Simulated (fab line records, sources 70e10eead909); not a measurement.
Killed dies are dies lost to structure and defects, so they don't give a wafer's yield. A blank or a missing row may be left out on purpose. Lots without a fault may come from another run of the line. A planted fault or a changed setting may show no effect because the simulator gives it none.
fab line records | flow nand_harc | part 2 of 2: steps 22 to 32 of 32
record lots=5 wafers=15 last_day=24
route steps=1159 shown P_M2@319 P_BONDPAD@351
lots that met no fault: from a run of the same line without faults
start_h: hours from the record's first day to the start of the lot's first wafer shown | wait_h: hours since the lot's step before | " the same as in the row above | L1.1+2: a row that stands for several wafers | - no value, or no start given | * or withheld: withheld | < > ~ a bound
route shown NAME@n: a module of which the file shows steps, and the number in the route of the first | usual: mean/standard deviation of fault-free wafers | same: alike in all rows | chamber/n: place in a boat | sites: the reading at each site | _std_site: their standard deviation | _edge_site: outer sites' mean less inner sites' | radius_mm: how far each site lies from the wafer's centre | mask NAME#n: copy n | behind: the tool/chamber that last shaped the wafer | hold: why the lot was held/for how many hours/how that ended | device: the transistor (n, p or np) that didn't switch | end of line: the same wafers' tests at the end of the route | a step without rows: its recipe alone | killed: dies lost to structure and defects at the first sort, not the wafer's yield | map: a wafer's dies, x killed, . not, _ none there
set.NAME: the setting as run; set.NAME@STEP: as run at that earlier step | model.NAME: the simulator's own value behind a step, which no gauge read
lots at some steps of the route; a table a step, a row a wafer
services: from which hour (start_h, from the record's first day; less than 0 if before it) a tool's chamber was out of use, for how many hours, and why
## steps
# step NHARC_P_M2_PVD_20
# recipe target_thk_a=50 bias_v=168.6 power_w=15000 chamber_pressure_pa=0.12 time_s=8.06 substrate_temp_c=50 material=TaN
# usual throttle_valve_pct=30.1/1.3
# columns lot.wafer tool chamber start_h wait_h throttle_valve_pct
L074.3 pvd_sputter-01 - - - 31.3
L074.2 " - " " 30.0
L074.5 " - " " 27.7
L083.1 pvd_sputter-02 - - - 27.9
L083.2 " - " " 30.6
L083.6 " - " " 29.6
L087.1 pvd_sputter-03 - - - 32.1
L087.4 " - " " 30.6
L087.5 " - " " 31.6
L094.4 pvd_sputter-03 - - - 30.5
L094.2 " - " " 30.9
L094.1 " - " " 32.7
L095.1 pvd_sputter-02 - - - 30.5
L095.4 " - " " 28.1
L095.6 " - " " 30.5
# step NHARC_P_M2_PVD_21
# recipe target_thk_a=300 chamber_pressure_pa=5 power_w=5000 substrate_temp_c=30 time_s=20.49 material=Cu
# usual throttle_valve_pct=30.1/1.4
# columns lot.wafer tool chamber start_h wait_h throttle_valve_pct
L074.2 pvd_sputter-01 - - - 30.3
L074.3 " - " " 27.8
L074.5 " - " " 30.1
L083.2 pvd_sputter-02 - - - 30.6
L083.1 " - " " 30.0
L083.6 " - " " 30.1
L087.1 pvd_sputter-03 - - - 31.5
L087.4 " - " " 32.4
L087.5 " - " " 31.5
L094.4 pvd_sputter-03 - - - 31.5
L094.2 " - " " 32.7
L094.1 " - " " 30.7
L095.1 pvd_sputter-02 - - - 28.1
L095.4 " - " " 30.5
L095.6 " - " " 30.6
# step NHARC_P_M2_ECD_22
# recipe target_thk_a=4000 bath_temp_c=25 material=Cu
# columns lot.wafer tool chamber start_h wait_h
L074.2+3+5 ecd_cu-01 0,0,1 128.59 -
L083.2+1+6 ecd_cu-02 0,1,0 176.75 -
L087.1+4+5 ecd_cu-02 1,0,0 204.74 -
L094.2+1+4 ecd_cu-02 1,0,0 246.42 -
L095.1+4+6 ecd_cu-02 1,0,0 251.19 -
# step NHARC_P_M2_ANNEAL_31
# recipe temp_c=225 time_s=90
# usual wafer_temp_C_max=226.0/0.35
# columns lot.wafer tool chamber start_h wait_h wafer_temp_C_max
L074.2 rtp_anneal-02 0 128.97 0.3 226.2
L074.3 " 0 " " 226.2
L074.5 " 0 " " 226.3
L083.1 rtp_anneal-01 0 177.13 0.3 225.9
L083.2 " 0 " " 225.7
L083.6 " 0 " " 226.1
L087.1 rtp_anneal-01 0 205.07 0.3 225.7
L087.4 " 0 " " 225.8
L087.5 " 0 " " 226.0
L094.1 rtp_anneal-01 0 246.81 0.3 226.0
L094.2 " 0 " " 225.8
L094.4 " 0 " " 225.9
L095.1 rtp_anneal-02 0 251.53 0.3 226.6
L095.4 " 0 " " 226.4
L095.6 " 0 " " 225.9
# step NHARC_P_M2_CMP_23
# recipe t_overpolish_s=20 target_thk_nm=144.3
# usual motor_current_A=11.9/1.2 time_to_endpoint_s=28.8/2.3
# columns lot.wafer tool chamber start_h wait_h motor_current_A time_to_endpoint_s
L074.3 cmp-01 1 129.29 - 11.0 31.1
L074.2 " 2 " " 9.7 29.1
L074.5 " 0 " " 12.9 33.3
L083.2 cmp-04 2 177.54 - 13.1 34.2
L083.1 " 3 " " 11.2 33.3
L083.6 " 1 " " 15.6 32.6
L087.1 cmp-02 3 205.47 - 12.9 26.2
L087.4 " 0 " " 12.0 25.1
L087.5 " 2 " " 11.8 26.9
L094.2 cmp-04 0 247.16 - 11.7 27.8
L094.1 " 1 " " 13.9 31.9
L094.4 " 3 " " 11.1 32.6
L095.4 cmp-04 2 251.89 - 13.3 28.4
L095.1 " 3 " " 11.4 29.7
L095.6 " 2 " " 13.4 29.1
# step NHARC_P_M2_THK_MEAS_24
# recipe thk_meas_gauge=xrf
# usual thk_nm=144.6/1.5
# columns lot.wafer tool chamber start_h wait_h thk_nm
L074.2 film_metro-02 - 129.58 - 143.9
L074.3 " - " " 143.8
L074.5 " - " " 145.3
L083.1 film_metro-02 - 177.80 - 143.9
L083.2 " - " " 142.5
L083.6 " - " " 145.1
L087.1 film_metro-01 - 205.73 - 142.2
L087.4 " - " " 142.4
L087.5 " - " " 144.8
L094.1 film_metro-02 - 247.47 - 143.9
L094.2 " - " " 143.6
L094.4 " - " " 144.9
L095.1 film_metro-02 - 252.20 - 144.7
L095.4 " - " " 144.9
L095.6 " - " " 143.9
# step NHARC_P_M2_SRD_25
# columns lot.wafer tool chamber start_h wait_h
L074.2+3+5 wet_bench-10 4,6,7 129.62 0.0
L083.2+6+1 wet_bench-08 3,4,6 177.84 0.0
L087.1+4+5 wet_bench-10 4,5,6 205.77 0.0
L094.1+4+2 wet_bench-08 7,0,1 247.52 0.0
L095.6+1+4 wet_bench-08 1,3,5 252.25 0.0
# step NHARC_P_M2_INSPECT_27
# usual raw_defect_count=335/130
# columns lot.wafer tool chamber start_h wait_h raw_defect_count
L074.2 defect_inspect-01 - 129.74 0.0 279
L074.3 " - " " 378
L074.5 " - " " 268
L083.1 defect_inspect-02 - 177.95 0.0 232
L083.2 " - " " 257
L083.6 " - " " 277
L087.1 defect_inspect-02 - 205.89 0.0 421
L087.4 " - " " 306
L087.5 " - " " 234
L094.1 defect_inspect-01 - 247.63 0.0 403
L094.2 " - " " 261
L094.4 " - " " 420
L095.1 defect_inspect-02 - 252.37 0.0 290
L095.4 " - " " 190
L095.6 " - " " 215
# step NHARC_P_M2_PRE_CLEAN_32
# recipe time_s=12 temp_c=370 rf_power_w=300 gas=NH3
# usual heater_power_w=664/62 rf_fwd_power_W=292.6/0.93
# columns lot.wafer tool chamber start_h wait_h heater_power_w rf_fwd_power_W since_wet_clean_h
L074.3 pecvd-03 1 129.80 0.1 668 293.3 6
L074.2 " 0 " " 699 294.7 6
L074.5 " 0 " " 702 292.5 -
L083.1 pecvd-04 0 178.02 0.1 649 291.9 151
L083.2 " 1 " " 598 291.4 151
L083.6 " 1 " " 599 291.6 -
L087.1 pecvd-02 1 206.18 0.3 721 292.6 40
L087.4 " 2 " " 617 293.2 -
L087.5 " 0 " " 771 292.7 -
L094.1 pecvd-02 2 247.70 0.1 613 292.6 82
L094.2 " 0 " " 724 293.3 82
L094.4 " 0 " " 701 293.3 -
L095.1 pecvd-02 1 252.44 0.1 652 291.3 86
L095.6 " 1 " " 679 292.6 -
L095.4 " 0 " " 745 291.1 -
# step NHARC_P_M2_DEP_33
# recipe target_thk_a=300 temp_c=370 target_thk_nm=30 pressure_torr=3 flow_sccm=200 rf_w=450 material=SiCN
# usual heater_power_w=610/63 rf_fwd_power_W=448.9/1.4
# columns lot.wafer tool chamber start_h wait_h heater_power_w rf_fwd_power_W since_wet_clean_h
L074.3 pecvd-03 1 129.88 0.1 541 450.8 6
L074.2 " 0 " " 576 447.8 6
L074.5 " 0 " " 562 446.5 -
L083.1 pecvd-04 0 178.10 0.1 601 446.4 151
L083.2 " 1 " " 556 450.5 151
L083.6 " 1 " " 586 448.8 -
L087.1 pecvd-02 1 206.26 0.1 550 448.1 40
L087.4 " 2 " " 609 450.1 -
L087.5 " 0 " " 720 446.7 -
L094.1 pecvd-02 2 247.78 0.1 507 448.5 82
L094.2 " 0 " " 613 450.5 82
L094.4 " 0 " " 611 450.0 -
L095.1 pecvd-02 1 252.52 0.1 550 449.5 86
L095.6 " 1 " " 535 449.3 -
L095.4 " 0 " " 695 445.6 -
# step NHARC_P_BONDPAD_DEP_00
# recipe target_thk_a=2500 temp_c=370 target_thk_nm=250 pressure_torr=3 flow_sccm=200 rf_w=450 material=SiCN
# usual heater_power_w=602/62 rf_fwd_power_W=448.9/1.3
# columns lot.wafer tool chamber start_h wait_h heater_power_w rf_fwd_power_W since_wet_clean_h
L074.3 pecvd-02 2 130.34 - 550 446.1 145
L074.2 " 0 " " 688 448.3 145
L074.5 " 2 " " 573 446.7 -
L083.2 pecvd-03 0 178.51 - 548 448.1 54
L083.1 " 2 " " 544 451.3 55
L083.6 " 0 " " 555 449.0 -
L087.1 pecvd-03 2 206.67 - 511 446.9 83
L087.5 " 2 " " 530 447.7 -
L087.4 " 1 " " 618 449.6 -
L094.1 pecvd-03 2 248.17 - 569 450.1 124
L094.2 " 1 " " 570 448.1 124
L094.4 " 1 " " 580 450.7 -
L095.1 pecvd-03 2 253.06 - 549 451.4 129
L095.4 " 0 " " 587 447.1 -
L095.6 " 2 " " 532 447.4 -
## services
# columns tool chamber start_h hours kind
pecvd-03 - 111.08 13.0 pm
litho_track-06 - 117.00 7.0 pm
rie_diel-08 - 124.80 9.0 pm
rie_diel-08 1 136.12 32.4 repair
litho_track-04 - 141.00 7.0 pm
rie_diel-12 - 149.33 0.8 repair
arfi_scanner-03 - 150.04 1.0 repair
rie_diel-08 3 151.84 16.2 repair
pecvd-02 - 153.07 13.0 pm
arfi_scanner-03 - 154.71 4.0 pm
pvd_sputter-02 - 156.62 3.6 repair
pecvd-03 - 159.02 0.9 repair
pvd_sputter-01 - 162.10 10.0 pm
rie_diel-12 3 178.82 2.8 repair
ecd_cu-02 - 180.76 8.0 pm
pecvd-03 1 182.79 6.5 repair
wet_bench-08 - 190.63 1.3 repair
rie_diel-12 - 202.40 9.0 pm
pvd_sputter-02 - 214.00 10.0 pm
wet_bench-08 - 227.05 5.3 repair
wet_bench-08 - 232.36 8.0 pm
rie_diel-09 3 242.61 15.4 repair
rie_diel-09 2 248.46 5.3 repair
rie_diel-12 3 250.63 1.8 repair
